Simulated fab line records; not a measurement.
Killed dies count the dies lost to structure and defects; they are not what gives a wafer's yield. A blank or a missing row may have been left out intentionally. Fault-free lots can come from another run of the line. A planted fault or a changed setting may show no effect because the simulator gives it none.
fab line records || flow n5_finfet || part 2 of 2: steps 22 to 33 of 33
[record] {"lots": 5, "wafers": 15, "last_day": 19}
route steps=1938 shown BEOL_M11@1599 BEOL_M12@1602
lots that met no fault: from a run of the same line without faults
start_h: hours from the record's opening day to when the first of the lot's shown wafers began || wait_h: hours since the lot's step before || " the same as in the row above || L1.1+2: a row that stands for several wafers || - no value, or no start was given || * or withheld: withheld || < > ~ a bound
route shown NAME@n: a module of which the file shows steps, and the number in the route of the first || usual: mean/standard deviation taken from wafers without a fault || same: alike in all rows || chamber/n: place in a boat || sites: per-site readings || _std_site: the values' standard deviation || _edge_site: outer sites' mean less inner sites' || radius_mm: for every site, how far away it sits from the centre of the wafer || mask NAME#n: copy n || behind: the most recent tool/chamber to have shaped the wafer || hold: why the lot was held/for how many hours/how that ended || device: whichever transistor did not switch (one of n, p or np) || end of line: tests run on the same wafers once the route is complete || a step with no rows: only its recipe || killed: the dies lost at the first sort to structure and to defects; this is not the yield of the wafer || map: the dies of a wafer, with x for killed, . for not killed, _ for no die there
set.NAME: the setting as run; set.NAME@STEP: as run at that earlier step || model.NAME: the simulator's own value behind a step, which no gauge read
lots at some steps of the route; a table a step, a row a wafer
services: a tool's chamber out of use, with start hour (start_h, from the record's first day; less than 0 if before it), hours out, and reason
[[steps]]
[step N5_BEOL_M12_STRIP_71]
[recipe] {"chemistry": "post_etch_residue_remover", "time_s": 60, "temp_c": 25, "remover_ph": "withheld", "remover_water_wt_pct": "withheld", "remover_fluoride_wt_pct": "withheld"}
{"lot.wafer": "L076.2+3+6", "tool": "wet_bench-06", "chamber": "6,2,4", "start_h": 278.91, "wait_h": 0.1}
{"lot.wafer": "L080.3+4+5", "tool": "wet_bench-05", "chamber": "0,5,4", "start_h": 311.60, "wait_h": 0.0}
{"lot.wafer": "L088.1+3+4", "tool": "wet_bench-04", "chamber": "0,4,2", "start_h": 345.32, "wait_h": 0.1}
{"lot.wafer": "L093.3+5+6", "tool": "wet_bench-06", "chamber": "3,5,4", "start_h": 382.92, "wait_h": 0.0}
{"lot.wafer": "L095.2+3+6", "tool": "wet_bench-05", "chamber": "4,1,0", "start_h": 413.59, "wait_h": 0.1}
[step N5_BEOL_M12_SRD_72]
[recipe] {"time_s": 30, "temp_c": 23, "rinse_liquid": "diw", "dry": "n2_spin", "spin_rpm": 1500, "dry_time_s": 30}
[same] {"dry_time_s": 30}
{"lot.wafer": "L076.2+3+6", "tool": "wet_bench-06", "chamber": "6,2,4", "start_h": 278.92, "wait_h": 0.0}
{"lot.wafer": "L080.3+4+5", "tool": "wet_bench-05", "chamber": "0,5,4", "start_h": 311.62, "wait_h": 0.0}
{"lot.wafer": "L088.1+3+4", "tool": "wet_bench-04", "chamber": "0,4,2", "start_h": 345.34, "wait_h": 0.0}
{"lot.wafer": "L093.3+5+6", "tool": "wet_bench-06", "chamber": "3,5,4", "start_h": 382.93, "wait_h": 0.0}
{"lot.wafer": "L095.2+3+6", "tool": "wet_bench-05", "chamber": "4,1,0", "start_h": 413.61, "wait_h": 0.0}
[step N5_BEOL_M12_CD_MEAS_17]
[recipe] {"target_cd_nm": 140, "polarity": "opening"}
[usual] {"cd_nm": "141.5/2.3"}
{"lot.wafer": "L076.2", "tool": "cd_sem-03", "chamber": "-", "start_h": 278.97, "wait_h": 0.0, "cd_nm": 137.3}
{"lot.wafer": "L076.3", "tool": "cd_sem-03", "chamber": "-", "start_h": 278.97, "wait_h": 0.0, "cd_nm": 141.5}
{"lot.wafer": "L076.6", "tool": "cd_sem-03", "chamber": "-", "start_h": 278.97, "wait_h": 0.0, "cd_nm": 141.0}
{"lot.wafer": "L080.3", "tool": "cd_sem-03", "chamber": "-", "start_h": 311.66, "wait_h": 0.0, "cd_nm": 139.8}
{"lot.wafer": "L080.4", "tool": "cd_sem-03", "chamber": "-", "start_h": 311.66, "wait_h": 0.0, "cd_nm": 140.9}
{"lot.wafer": "L080.5", "tool": "cd_sem-03", "chamber": "-", "start_h": 311.66, "wait_h": 0.0, "cd_nm": 139.1}
{"lot.wafer": "L088.1", "tool": "cd_sem-03", "chamber": "-", "start_h": 345.38, "wait_h": 0.0, "cd_nm": 144.0}
{"lot.wafer": "L088.3", "tool": "cd_sem-03", "chamber": "-", "start_h": 345.38, "wait_h": 0.0, "cd_nm": 140.0}
{"lot.wafer": "L088.4", "tool": "cd_sem-03", "chamber": "-", "start_h": 345.38, "wait_h": 0.0, "cd_nm": 140.8}
{"lot.wafer": "L093.3", "tool": "cd_sem-03", "chamber": "-", "start_h": 382.98, "wait_h": 0.0, "cd_nm": 140.3}
{"lot.wafer": "L093.5", "tool": "cd_sem-03", "chamber": "-", "start_h": 382.98, "wait_h": 0.0, "cd_nm": 140.1}
{"lot.wafer": "L093.6", "tool": "cd_sem-03", "chamber": "-", "start_h": 382.98, "wait_h": 0.0, "cd_nm": 140.2}
{"lot.wafer": "L095.2", "tool": "cd_sem-02", "chamber": "-", "start_h": 413.65, "wait_h": 0.0, "cd_nm": 140.8}
{"lot.wafer": "L095.3", "tool": "cd_sem-02", "chamber": "-", "start_h": 413.65, "wait_h": 0.0, "cd_nm": 145.7}
{"lot.wafer": "L095.6", "tool": "cd_sem-02", "chamber": "-", "start_h": 413.65, "wait_h": 0.0, "cd_nm": 140.2}
[step N5_BEOL_M12_COAT_65]
[recipe] {"resist": "SOC", "temp_c": 250, "time_s": 60, "spin_rpm": 1500, "resist_thk_nm": 300}
[usual] {"exhaust_pa": "45.0/0.87"}
{"lot.wafer": "L076.2", "tool": "litho_track-03", "chamber": 0, "start_h": 279.01, "wait_h": 0.0, "exhaust_pa": 45.2}
{"lot.wafer": "L076.3", "tool": "litho_track-03", "chamber": 0, "start_h": 279.01, "wait_h": 0.0, "exhaust_pa": 45.9}
{"lot.wafer": "L076.6", "tool": "litho_track-03", "chamber": 0, "start_h": 279.01, "wait_h": 0.0, "exhaust_pa": 45.8}
{"lot.wafer": "L080.3", "tool": "litho_track-01", "chamber": 0, "start_h": 311.69, "wait_h": 0.0, "exhaust_pa": 46.2}
{"lot.wafer": "L080.4", "tool": "litho_track-01", "chamber": 0, "start_h": 311.69, "wait_h": 0.0, "exhaust_pa": 44.9}
{"lot.wafer": "L080.5", "tool": "litho_track-01", "chamber": 0, "start_h": 311.69, "wait_h": 0.0, "exhaust_pa": 45.2}
{"lot.wafer": "L088.1", "tool": "litho_track-04", "chamber": 0, "start_h": 345.42, "wait_h": 0.0, "exhaust_pa": 45.3}
{"lot.wafer": "L088.3", "tool": "litho_track-04", "chamber": 0, "start_h": 345.42, "wait_h": 0.0, "exhaust_pa": 45.5}
{"lot.wafer": "L088.4", "tool": "litho_track-04", "chamber": 0, "start_h": 345.42, "wait_h": 0.0, "exhaust_pa": 45.7}
{"lot.wafer": "L093.3", "tool": "litho_track-01", "chamber": 0, "start_h": 383.01, "wait_h": 0.0, "exhaust_pa": 46.4}
{"lot.wafer": "L093.5", "tool": "litho_track-01", "chamber": 0, "start_h": 383.01, "wait_h": 0.0, "exhaust_pa": 45.6}
{"lot.wafer": "L093.6", "tool": "litho_track-01", "chamber": 0, "start_h": 383.01, "wait_h": 0.0, "exhaust_pa": 46.2}
{"lot.wafer": "L095.2", "tool": "litho_track-04", "chamber": 0, "start_h": 413.68, "wait_h": 0.0, "exhaust_pa": 43.1}
{"lot.wafer": "L095.3", "tool": "litho_track-04", "chamber": 0, "start_h": 413.68, "wait_h": 0.0, "exhaust_pa": 43.7}
{"lot.wafer": "L095.6", "tool": "litho_track-04", "chamber": 0, "start_h": 413.68, "wait_h": 0.0, "exhaust_pa": 44.7}
[step N5_BEOL_M12_COAT_66]
[recipe] {"resist": "SiARC", "temp_c": 220, "time_s": 60, "spin_rpm": 1500, "resist_thk_nm": 110}
[usual] {"exhaust_pa": "45.1/0.89"}
{"lot.wafer": "L076.2", "tool": "litho_track-03", "chamber": 0, "start_h": "-", "wait_h": "-", "exhaust_pa": 46.8}
{"lot.wafer": "L076.3", "tool": "litho_track-03", "chamber": 0, "start_h": "-", "wait_h": "-", "exhaust_pa": 45.1}
{"lot.wafer": "L076.6", "tool": "litho_track-03", "chamber": 0, "start_h": "-", "wait_h": "-", "exhaust_pa": 45.3}
{"lot.wafer": "L080.3", "tool": "litho_track-01", "chamber": 0, "start_h": "-", "wait_h": "-", "exhaust_pa": 47.1}
{"lot.wafer": "L080.4", "tool": "litho_track-01", "chamber": 0, "start_h": "-", "wait_h": "-", "exhaust_pa": 45.5}
{"lot.wafer": "L080.5", "tool": "litho_track-01", "chamber": 0, "start_h": "-", "wait_h": "-", "exhaust_pa": 45.6}
{"lot.wafer": "L088.1", "tool": "litho_track-04", "chamber": 0, "start_h": "-", "wait_h": "-", "exhaust_pa": 44.7}
{"lot.wafer": "L088.3", "tool": "litho_track-04", "chamber": 0, "start_h": "-", "wait_h": "-", "exhaust_pa": 44.4}
{"lot.wafer": "L088.4", "tool": "litho_track-04", "chamber": 0, "start_h": "-", "wait_h": "-", "exhaust_pa": 45.2}
{"lot.wafer": "L093.3", "tool": "litho_track-01", "chamber": 0, "start_h": "-", "wait_h": "-", "exhaust_pa": 44.2}
{"lot.wafer": "L093.5", "tool": "litho_track-01", "chamber": 0, "start_h": "-", "wait_h": "-", "exhaust_pa": 44.6}
{"lot.wafer": "L093.6", "tool": "litho_track-01", "chamber": 0, "start_h": "-", "wait_h": "-", "exhaust_pa": 45.5}
{"lot.wafer": "L095.2", "tool": "litho_track-04", "chamber": 0, "start_h": "-", "wait_h": "-", "exhaust_pa": 44.9}
{"lot.wafer": "L095.3", "tool": "litho_track-04", "chamber": 0, "start_h": "-", "wait_h": "-", "exhaust_pa": 45.3}
{"lot.wafer": "L095.6", "tool": "litho_track-04", "chamber": 0, "start_h": "-", "wait_h": "-", "exhaust_pa": 44.4}
[step N5_BEOL_M12_COAT_22]
[recipe] {"spin_rpm": 2888, "resist_thk_nm": 300}
[usual] {"exhaust_pa": "45.0/0.88"}
{"lot.wafer": "L076.2", "tool": "litho_track-03", "chamber": 0, "start_h": "-", "wait_h": "-", "exhaust_pa": 44.8}
{"lot.wafer": "L076.3", "tool": "litho_track-03", "chamber": 0, "start_h": "-", "wait_h": "-", "exhaust_pa": 45.7}
{"lot.wafer": "L076.6", "tool": "litho_track-03", "chamber": 0, "start_h": "-", "wait_h": "-", "exhaust_pa": 45.9}
{"lot.wafer": "L080.3", "tool": "litho_track-01", "chamber": 0, "start_h": "-", "wait_h": "-", "exhaust_pa": 44.6}
{"lot.wafer": "L080.4", "tool": "litho_track-01", "chamber": 0, "start_h": "-", "wait_h": "-", "exhaust_pa": 44.9}
{"lot.wafer": "L080.5", "tool": "litho_track-01", "chamber": 0, "start_h": "-", "wait_h": "-", "exhaust_pa": 43.8}
{"lot.wafer": "L088.1", "tool": "litho_track-04", "chamber": 0, "start_h": "-", "wait_h": "-", "exhaust_pa": 46.3}
{"lot.wafer": "L088.3", "tool": "litho_track-04", "chamber": 0, "start_h": "-", "wait_h": "-", "exhaust_pa": 46.6}
{"lot.wafer": "L088.4", "tool": "litho_track-04", "chamber": 0, "start_h": "-", "wait_h": "-", "exhaust_pa": 44.0}
{"lot.wafer": "L093.3", "tool": "litho_track-01", "chamber": 0, "start_h": "-", "wait_h": "-", "exhaust_pa": 45.8}
{"lot.wafer": "L093.5", "tool": "litho_track-01", "chamber": 0, "start_h": "-", "wait_h": "-", "exhaust_pa": 46.2}
{"lot.wafer": "L093.6", "tool": "litho_track-01", "chamber": 0, "start_h": "-", "wait_h": "-", "exhaust_pa": 46.6}
{"lot.wafer": "L095.2", "tool": "litho_track-04", "chamber": 0, "start_h": "-", "wait_h": "-", "exhaust_pa": 44.4}
{"lot.wafer": "L095.3", "tool": "litho_track-04", "chamber": 0, "start_h": "-", "wait_h": "-", "exhaust_pa": 46.7}
{"lot.wafer": "L095.6", "tool": "litho_track-04", "chamber": 0, "start_h": "-", "wait_h": "-", "exhaust_pa": 44.7}
[step N5_BEOL_M12_EBR_24]
[recipe] {"solvent": "PGMEA", "ebr_width_mm": 1.5}
[usual] {"exhaust_pa": "45.1/0.99"}
{"lot.wafer": "L076.2", "tool": "litho_track-03", "chamber": 0, "start_h": "-", "wait_h": "-", "exhaust_pa": 45.3}
{"lot.wafer": "L076.3", "tool": "litho_track-03", "chamber": 0, "start_h": "-", "wait_h": "-", "exhaust_pa": 45.3}
{"lot.wafer": "L076.6", "tool": "litho_track-03", "chamber": 0, "start_h": "-", "wait_h": "-", "exhaust_pa": 45.9}
{"lot.wafer": "L080.3", "tool": "litho_track-01", "chamber": 0, "start_h": "-", "wait_h": "-", "exhaust_pa": 44.9}
{"lot.wafer": "L080.4", "tool": "litho_track-01", "chamber": 0, "start_h": "-", "wait_h": "-", "exhaust_pa": 45.1}
{"lot.wafer": "L080.5", "tool": "litho_track-01", "chamber": 0, "start_h": "-", "wait_h": "-", "exhaust_pa": 43.5}
{"lot.wafer": "L088.1", "tool": "litho_track-04", "chamber": 0, "start_h": "-", "wait_h": "-", "exhaust_pa": 45.9}
{"lot.wafer": "L088.3", "tool": "litho_track-04", "chamber": 0, "start_h": "-", "wait_h": "-", "exhaust_pa": 46.9}
{"lot.wafer": "L088.4", "tool": "litho_track-04", "chamber": 0, "start_h": "-", "wait_h": "-", "exhaust_pa": 46.4}
{"lot.wafer": "L093.3", "tool": "litho_track-01", "chamber": 0, "start_h": "-", "wait_h": "-", "exhaust_pa": 46.7}
{"lot.wafer": "L093.5", "tool": "litho_track-01", "chamber": 0, "start_h": "-", "wait_h": "-", "exhaust_pa": 46.0}
{"lot.wafer": "L093.6", "tool": "litho_track-01", "chamber": 0, "start_h": "-", "wait_h": "-", "exhaust_pa": 44.3}
{"lot.wafer": "L095.2", "tool": "litho_track-04", "chamber": 0, "start_h": "-", "wait_h": "-", "exhaust_pa": 45.8}
{"lot.wafer": "L095.3", "tool": "litho_track-04", "chamber": 0, "start_h": "-", "wait_h": "-", "exhaust_pa": 46.8}
{"lot.wafer": "L095.6", "tool": "litho_track-04", "chamber": 0, "start_h": "-", "wait_h": "-", "exhaust_pa": 45.3}
[step N5_BEOL_M12_SOFTBAKE_23]
[recipe] {"temp_c": 130, "time_s": 60}
[usual] {"exhaust_pa": "45.1/1.1"}
{"lot.wafer": "L076.2", "tool": "litho_track-03", "chamber": 0, "start_h": "-", "wait_h": "-", "exhaust_pa": 44.9}
{"lot.wafer": "L076.3", "tool": "litho_track-03", "chamber": 0, "start_h": "-", "wait_h": "-", "exhaust_pa": 45.4}
{"lot.wafer": "L076.6", "tool": "litho_track-03", "chamber": 0, "start_h": "-", "wait_h": "-", "exhaust_pa": 46.3}
{"lot.wafer": "L080.3", "tool": "litho_track-01", "chamber": 0, "start_h": "-", "wait_h": "-", "exhaust_pa": 46.1}
{"lot.wafer": "L080.4", "tool": "litho_track-01", "chamber": 0, "start_h": "-", "wait_h": "-", "exhaust_pa": 44.8}
{"lot.wafer": "L080.5", "tool": "litho_track-01", "chamber": 0, "start_h": "-", "wait_h": "-", "exhaust_pa": 45.3}
{"lot.wafer": "L088.1", "tool": "litho_track-04", "chamber": 0, "start_h": "-", "wait_h": "-", "exhaust_pa": 45.8}
{"lot.wafer": "L088.3", "tool": "litho_track-04", "chamber": 0, "start_h": "-", "wait_h": "-", "exhaust_pa": 47.9}
{"lot.wafer": "L088.4", "tool": "litho_track-04", "chamber": 0, "start_h": "-", "wait_h": "-", "exhaust_pa": 46.7}
{"lot.wafer": "L093.3", "tool": "litho_track-01", "chamber": 0, "start_h": "-", "wait_h": "-", "exhaust_pa": 47.2}
{"lot.wafer": "L093.5", "tool": "litho_track-01", "chamber": 0, "start_h": "-", "wait_h": "-", "exhaust_pa": 46.4}
{"lot.wafer": "L093.6", "tool": "litho_track-01", "chamber": 0, "start_h": "-", "wait_h": "-", "exhaust_pa": 45.3}
{"lot.wafer": "L095.2", "tool": "litho_track-04", "chamber": 0, "start_h": "-", "wait_h": "-", "exhaust_pa": 43.9}
{"lot.wafer": "L095.3", "tool": "litho_track-04", "chamber": 0, "start_h": "-", "wait_h": "-", "exhaust_pa": 45.4}
{"lot.wafer": "L095.6", "tool": "litho_track-04", "chamber": 0, "start_h": "-", "wait_h": "-", "exhaust_pa": 43.5}
[step N5_BEOL_M12_EXPOSE_25]
[recipe] {"mask_id": "M12", "na": 0.93, "source_shape": "conventional", "sigma_outer": 0.4, "polarization": "unpolarized", "dose_mj": 21.8}
{"lot.wafer": "L076.2+3+6", "tool": "krf_scanner-02", "chamber": 0, "start_h": 279.26, "wait_h": "-", "mask": "M12#0"}
{"lot.wafer": "L080.3+4+5", "tool": "krf_scanner-01", "chamber": 0, "start_h": 311.82, "wait_h": "-", "mask": "M12#0"}
{"lot.wafer": "L088.1+3+4", "tool": "krf_scanner-02", "chamber": 0, "start_h": 345.53, "wait_h": "-", "mask": "M12#0"}
{"lot.wafer": "L093.3+5+6", "tool": "krf_scanner-02", "chamber": 0, "start_h": 383.27, "wait_h": "-", "mask": "M12#0"}
{"lot.wafer": "L095.2+3+6", "tool": "krf_scanner-01", "chamber": 0, "start_h": 413.81, "wait_h": "-", "mask": "M12#0"}
[step N5_BEOL_M12_PEB_26]
[recipe] {"peb_temp_c": 130, "peb_time_s": 90}
[usual] {"exhaust_pa": "45.0/0.8"}
[same] {"peb_time_s": 90}
{"lot.wafer": "L076.2", "tool": "litho_track-03", "chamber": 0, "start_h": 279.31, "wait_h": 0.0, "exhaust_pa": 44.6}
{"lot.wafer": "L076.3", "tool": "litho_track-03", "chamber": 0, "start_h": 279.31, "wait_h": 0.0, "exhaust_pa": 44.5}
{"lot.wafer": "L076.6", "tool": "litho_track-03", "chamber": 0, "start_h": 279.31, "wait_h": 0.0, "exhaust_pa": 44.9}
{"lot.wafer": "L080.3", "tool": "litho_track-01", "chamber": 0, "start_h": 311.87, "wait_h": 0.0, "exhaust_pa": 44.8}
{"lot.wafer": "L080.4", "tool": "litho_track-01", "chamber": 0, "start_h": 311.87, "wait_h": 0.0, "exhaust_pa": 44.1}
{"lot.wafer": "L080.5", "tool": "litho_track-01", "chamber": 0, "start_h": 311.87, "wait_h": 0.0, "exhaust_pa": 45.5}
{"lot.wafer": "L088.1", "tool": "litho_track-03", "chamber": 0, "start_h": 345.59, "wait_h": 0.1, "exhaust_pa": 45.3}
{"lot.wafer": "L088.3", "tool": "litho_track-03", "chamber": 0, "start_h": 345.59, "wait_h": 0.1, "exhaust_pa": 46.1}
{"lot.wafer": "L088.4", "tool": "litho_track-03", "chamber": 0, "start_h": 345.59, "wait_h": 0.1, "exhaust_pa": 45.9}
{"lot.wafer": "L093.3", "tool": "litho_track-01", "chamber": 0, "start_h": 383.31, "wait_h": 0.0, "exhaust_pa": 44.3}
{"lot.wafer": "L093.5", "tool": "litho_track-01", "chamber": 0, "start_h": 383.31, "wait_h": 0.0, "exhaust_pa": 44.0}
{"lot.wafer": "L093.6", "tool": "litho_track-01", "chamber": 0, "start_h": 383.31, "wait_h": 0.0, "exhaust_pa": 44.6}
{"lot.wafer": "L095.2", "tool": "litho_track-01", "chamber": 0, "start_h": 413.86, "wait_h": 0.0, "exhaust_pa": 43.9}
{"lot.wafer": "L095.3", "tool": "litho_track-01", "chamber": 0, "start_h": 413.86, "wait_h": 0.0, "exhaust_pa": 45.7}
{"lot.wafer": "L095.6", "tool": "litho_track-01", "chamber": 0, "start_h": 413.86, "wait_h": 0.0, "exhaust_pa": 44.8}
[step N5_BEOL_M12_DEVELOP_27]
[recipe] {"develop_time_s": 45, "rinse_liquid": "diw", "dry": "air_spin", "dev_temp_c": 21}
[usual] {"exhaust_pa": "44.9/0.88"}
{"lot.wafer": "L076.2", "tool": "litho_track-03", "chamber": 0, "start_h": "-", "wait_h": "-", "exhaust_pa": 44.5}
{"lot.wafer": "L076.3", "tool": "litho_track-03", "chamber": 0, "start_h": "-", "wait_h": "-", "exhaust_pa": 45.2}
{"lot.wafer": "L076.6", "tool": "litho_track-03", "chamber": 0, "start_h": "-", "wait_h": "-", "exhaust_pa": 46.9}
{"lot.wafer": "L080.3", "tool": "litho_track-01", "chamber": 0, "start_h": "-", "wait_h": "-", "exhaust_pa": 44.2}
{"lot.wafer": "L080.4", "tool": "litho_track-01", "chamber": 0, "start_h": "-", "wait_h": "-", "exhaust_pa": 43.8}
{"lot.wafer": "L080.5", "tool": "litho_track-01", "chamber": 0, "start_h": "-", "wait_h": "-", "exhaust_pa": 45.7}
{"lot.wafer": "L088.1", "tool": "litho_track-03", "chamber": 0, "start_h": "-", "wait_h": "-", "exhaust_pa": 45.9}
{"lot.wafer": "L088.3", "tool": "litho_track-03", "chamber": 0, "start_h": "-", "wait_h": "-", "exhaust_pa": 45.5}
{"lot.wafer": "L088.4", "tool": "litho_track-03", "chamber": 0, "start_h": "-", "wait_h": "-", "exhaust_pa": 45.3}
{"lot.wafer": "L093.3", "tool": "litho_track-01", "chamber": 0, "start_h": "-", "wait_h": "-", "exhaust_pa": 48.2}
{"lot.wafer": "L093.5", "tool": "litho_track-01", "chamber": 0, "start_h": "-", "wait_h": "-", "exhaust_pa": 47.4}
{"lot.wafer": "L093.6", "tool": "litho_track-01", "chamber": 0, "start_h": "-", "wait_h": "-", "exhaust_pa": 45.7}
{"lot.wafer": "L095.2", "tool": "litho_track-01", "chamber": 0, "start_h": "-", "wait_h": "-", "exhaust_pa": 46.0}
{"lot.wafer": "L095.3", "tool": "litho_track-01", "chamber": 0, "start_h": "-", "wait_h": "-", "exhaust_pa": 44.8}
{"lot.wafer": "L095.6", "tool": "litho_track-01", "chamber": 0, "start_h": "-", "wait_h": "-", "exhaust_pa": 45.1}
[step N5_BEOL_M12_HARDBAKE_32]
[recipe] {"temp_c": 130, "time_s": 120}
[usual] {"exhaust_pa": "44.9/0.84"}
{"lot.wafer": "L076.2", "tool": "litho_track-03", "chamber": 0, "start_h": "-", "wait_h": "-", "exhaust_pa": 44.8}
{"lot.wafer": "L076.3", "tool": "litho_track-03", "chamber": 0, "start_h": "-", "wait_h": "-", "exhaust_pa": 46.8}
{"lot.wafer": "L076.6", "tool": "litho_track-03", "chamber": 0, "start_h": "-", "wait_h": "-", "exhaust_pa": 46.6}
{"lot.wafer": "L080.3", "tool": "litho_track-01", "chamber": 0, "start_h": "-", "wait_h": "-", "exhaust_pa": 44.4}
{"lot.wafer": "L080.4", "tool": "litho_track-01", "chamber": 0, "start_h": "-", "wait_h": "-", "exhaust_pa": 44.4}
{"lot.wafer": "L080.5", "tool": "litho_track-01", "chamber": 0, "start_h": "-", "wait_h": "-", "exhaust_pa": 44.7}
{"lot.wafer": "L088.1", "tool": "litho_track-03", "chamber": 0, "start_h": "-", "wait_h": "-", "exhaust_pa": 45.1}
{"lot.wafer": "L088.3", "tool": "litho_track-03", "chamber": 0, "start_h": "-", "wait_h": "-", "exhaust_pa": 44.9}
{"lot.wafer": "L088.4", "tool": "litho_track-03", "chamber": 0, "start_h": "-", "wait_h": "-", "exhaust_pa": 43.4}
{"lot.wafer": "L093.3", "tool": "litho_track-01", "chamber": 0, "start_h": "-", "wait_h": "-", "exhaust_pa": 45.7}
{"lot.wafer": "L093.5", "tool": "litho_track-01", "chamber": 0, "start_h": "-", "wait_h": "-", "exhaust_pa": 45.4}
{"lot.wafer": "L093.6", "tool": "litho_track-01", "chamber": 0, "start_h": "-", "wait_h": "-", "exhaust_pa": 46.5}
{"lot.wafer": "L095.2", "tool": "litho_track-01", "chamber": 0, "start_h": "-", "wait_h": "-", "exhaust_pa": 45.5}
{"lot.wafer": "L095.3", "tool": "litho_track-01", "chamber": 0, "start_h": "-", "wait_h": "-", "exhaust_pa": 45.3}
{"lot.wafer": "L095.6", "tool": "litho_track-01", "chamber": 0, "start_h": "-", "wait_h": "-", "exhaust_pa": 45.0}
[[services]]
{"tool": "krf_scanner-02", "chamber": "-", "start_h": 258.88, "hours": 1.0, "kind": "pm"}
{"tool": "krf_scanner-02", "chamber": "-", "start_h": 265.41, "hours": 1.4, "kind": "repair"}
{"tool": "krf_scanner-01", "chamber": "-", "start_h": 276.01, "hours": 1.0, "kind": "pm"}
{"tool": "pecvd-04", "chamber": "-", "start_h": 289.15, "hours": 1.3, "kind": "repair"}
{"tool": "rie_diel-04", "chamber": "-", "start_h": 292.12, "hours": 28.1, "kind": "pm"}
{"tool": "pecvd-04", "chamber": "-", "start_h": 292.24, "hours": 0.7, "kind": "repair"}
{"tool": "pecvd-01", "chamber": 1, "start_h": 308.21, "hours": 9.5, "kind": "repair"}
{"tool": "pecvd-02", "chamber": "-", "start_h": 318.23, "hours": 2.8, "kind": "pm"}
{"tool": "litho_track-01", "chamber": "-", "start_h": 323.36, "hours": "-", "kind": "consumable_replace:filter"}
{"tool": "rie_diel-04", "chamber": 1, "start_h": 326.00, "hours": 10.0, "kind": "repair"}
{"tool": "krf_scanner-01", "chamber": "-", "start_h": 327.26, "hours": 1.3, "kind": "pm"}
{"tool": "rie_diel-05", "chamber": 0, "start_h": 329.85, "hours": 3.2, "kind": "repair"}
{"tool": "rie_diel-05", "chamber": "-", "start_h": 339.29, "hours": 2.8, "kind": "pm"}
{"tool": "rie_diel-04", "chamber": "-", "start_h": 341.02, "hours": 0.3, "kind": "repair"}
{"tool": "plasma_asher-01", "chamber": "-", "start_h": 345.21, "hours": 4.3, "kind": "repair"}
{"tool": "krf_scanner-01", "chamber": "-", "start_h": 350.52, "hours": 0.8, "kind": "pm"}
{"tool": "rie_diel-05", "chamber": 1, "start_h": 355.98, "hours": 1.7, "kind": "repair"}
{"tool": "krf_scanner-02", "chamber": "-", "start_h": 378.72, "hours": 0.8, "kind": "pm"}
{"tool": "rie_diel-04", "chamber": "-", "start_h": 391.12, "hours": 0.2, "kind": "repair"}
{"tool": "rie_diel-06", "chamber": 0, "start_h": 393.32, "hours": 5.4, "kind": "repair"}
{"tool": "pecvd-04", "chamber": "-", "start_h": 403.89, "hours": 0.8, "kind": "pm"}
{"tool": "pecvd-03", "chamber": "-", "start_h": 406.61, "hours": 2.8, "kind": "pm"}
{"tool": "krf_scanner-02", "chamber": "-", "start_h": 409.11, "hours": 14.4, "kind": "repair"}
{"tool": "pecvd-03", "chamber": "-", "start_h": 410.15, "hours": 4.3, "kind": "repair"}
